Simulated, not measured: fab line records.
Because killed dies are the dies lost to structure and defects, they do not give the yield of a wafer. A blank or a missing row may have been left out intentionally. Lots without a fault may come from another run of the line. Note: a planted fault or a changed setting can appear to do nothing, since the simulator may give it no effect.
A struck lot beside a sound one | flow n5 finfet | 34 out of 1938 route steps
Sound: wafers L459.2, L459.3, L459.6. Wafers L472.2, L472.4, L472.5 were the ones struck. The cause is given at the end.
Per side, at each step with rows, come the tool, then ch with its chambers, and then its first start. Under that, the readings that differ: sound wafers | struck wafers | difference of the means | sigmas: that difference in standard deviations of wafers without a fault.
alike: words and numbers the same on both sides, and readings whose means are apart by under 2 such deviations; not compared: readings that were withheld, readings missing a value for some wafer, numbers with overlapping values and no deviation given by the record, and bounds like >300 which may hide the same value.
The two part at a step that has a row with sigmas, a row that says differs or no value, or rows on one side only. Non-overlapping numbers with no deviation appear without sigmas and do not part them. Lack of a reading on every wafer of one side parts them only where that side has two or more wafers.

first, 9 steps without rows for these wafers: N5_BEOL_M4_ILD_DEP_00 (deposits SiOC from DEMS/O2, target thk 79 nm, time 15.3 s); N5_BEOL_M4_PECVD_72 (deposits SiO2 from TEOS/O2, target thk 16 nm, time 18 s); N5_BEOL_M4_HM_DEP_02 (deposits TiN, target thk 20 nm); N5_BEOL_M4_COAT_61 (time 60 s, resist thk 60 nm); N5_BEOL_M4_COAT_62 (time 60 s, resist thk 12 nm); N5_BEOL_M4_COAT_73 (time 60 s, resist thk 5 nm); N5_BEOL_M4_COAT_05 (resist thk 30 nm); N5_BEOL_M4_EBR_07; N5_BEOL_M4_SOFTBAKE_06 (time 60 s).
N5_BEOL_M4_EXPOSE_08: exposes mask M4.
  sound on euv scanner-01 ch 0, day 7 09:45; struck on euv scanner-01 ch 0, day 10 17:49
  alike: mask
then, 22 steps without rows for these wafers: N5_BEOL_M4_PEB_09 (peb time 60 s); N5_BEOL_M4_DEVELOP_10 (develop time 30 s); N5_BEOL_M4_DESCUM_16 (chemistry O2, time 7 s); N5_BEOL_M4_ETCH_74 (etches underlayer in N2/H2, target depth 6.5 nm, time 5.2 s); N5_BEOL_M4_ETCH_63 (etches SiARC in CF4, target depth 15.6 nm, time 26 s); N5_BEOL_M4_ETCH_64 (etches SOC in N2/H2, target depth 75 nm, overetch 22.5 nm, time 121.9 s); N5_BEOL_M4_STRIP_65 (strips in N2/H2); N5_BEOL_M4_STRIP_75 (strips in N2/H2); N5_BEOL_M4_STRIP_66 (strips in CF4); N5_BEOL_M4_HM_OPEN_17 (chemistry Cl2/BCl3, target TiN, target depth 20 nm, overetch 6 nm); N5_BEOL_M4_STRIP_19 (strips in O2); N5_BEOL_M4_COAT_67 (time 60 s, resist thk 60 nm); N5_BEOL_M4_COAT_68 (time 60 s, resist thk 12 nm); N5_BEOL_M4_COAT_76 (time 60 s, resist thk 5 nm); N5_BEOL_M4_COAT_22 (resist thk 30 nm); N5_BEOL_M4_EBR_24; N5_BEOL_M4_SOFTBAKE_23 (time 60 s); N5_BEOL_M4_EXPOSE_25 (exposes mask V3, defocus 5 nm); N5_BEOL_M4_PEB_26 (peb time 60 s); N5_BEOL_M4_DEVELOP_27 (develop time 30 s); N5_BEOL_M4_DESCUM_33 (chemistry O2, time 7 s); N5_BEOL_M4_ETCH_77 (etches underlayer in N2/H2, target depth 6.5 nm, time 5.2 s).
N5_BEOL_M4_RC_MEAS_101:
  sound on prober-02 ch 0, day 7 18:53; struck on prober-02 ch 0, day 11 01:57
  reading        | sound          | struck | difference | sigmas
  DIBL_P (mV/V)  | 37.0 38.8 38.0 | 33.9   | -4.0       | -2
  IOFF_P (nA/um) | 0.23 0.26 0.25 | 0.17   | -0.08      | -2
  ION_N (uA/um)  | 683 688 684    | 658    | -27        | -3
  ION_P (uA/um)  | 471 473 472    | 454    | -18        | -2
  VT_N (mV)      | 247 245 246    | 255    | +9         | +3
  VT_P (mV)      | -247 -245 -246 | -256   | -10        | -3
  alike: DIBL_N, IOFF_N, SS_N, SS_P
-- the record jumps here: 5 days lie between the struck wafers' starts before and after (it left off in module BEOL_M4 and takes up again in module PASSIVATION, whose first step shown is number 1936 of the route) --
N5_PASSIVATION_PROBE_49:
  sound: prober-01 at day 12 09:46; struck: prober-02 at day 15 14:30
  reading                  | sound          | struck        | difference | sigmas
  defect limited yield (%) | 91.4 89.4 90.4 | 6.3 11.3 90.8 | -54.3      | -42
  killed_at_M4_up          | 18 21 12       | 1016 973 38   | +659       | +99 or more
  killed dies              | 101 125 113    | 1106 1047 108 | +641       | +40
  killed on rim            | 9 19 16        | 144 138 14    | +84        | +25
  sort_bin_5_function (%)  | 5.8 6.0 5.8    | 65.4 61.4 5.2 | +38.1      | +44
  sort_bin_6_memory (%)    | 2.6 4.6 3.4    | 17.3 17.7 3.5 | +9.3       | +13
  sort n pass              | 1079 1055 1067 | 74 133 1072   | -641       | -40
  sort yield pct (%)       | 91.4 89.4 90.4 | 6.3 11.3 90.8 | -54.3      | -42
  alike: killed_at_M0_to_M3, killed at contacts, killed at front end, killed at other, killed open, killed short

== WHERE THEY PART ==
Earliest at N5_BEOL_M4_RC_MEAS_101; latest, in this record, at N5_PASSIVATION_PROBE_49.

WHY: what had been put in by the simulator
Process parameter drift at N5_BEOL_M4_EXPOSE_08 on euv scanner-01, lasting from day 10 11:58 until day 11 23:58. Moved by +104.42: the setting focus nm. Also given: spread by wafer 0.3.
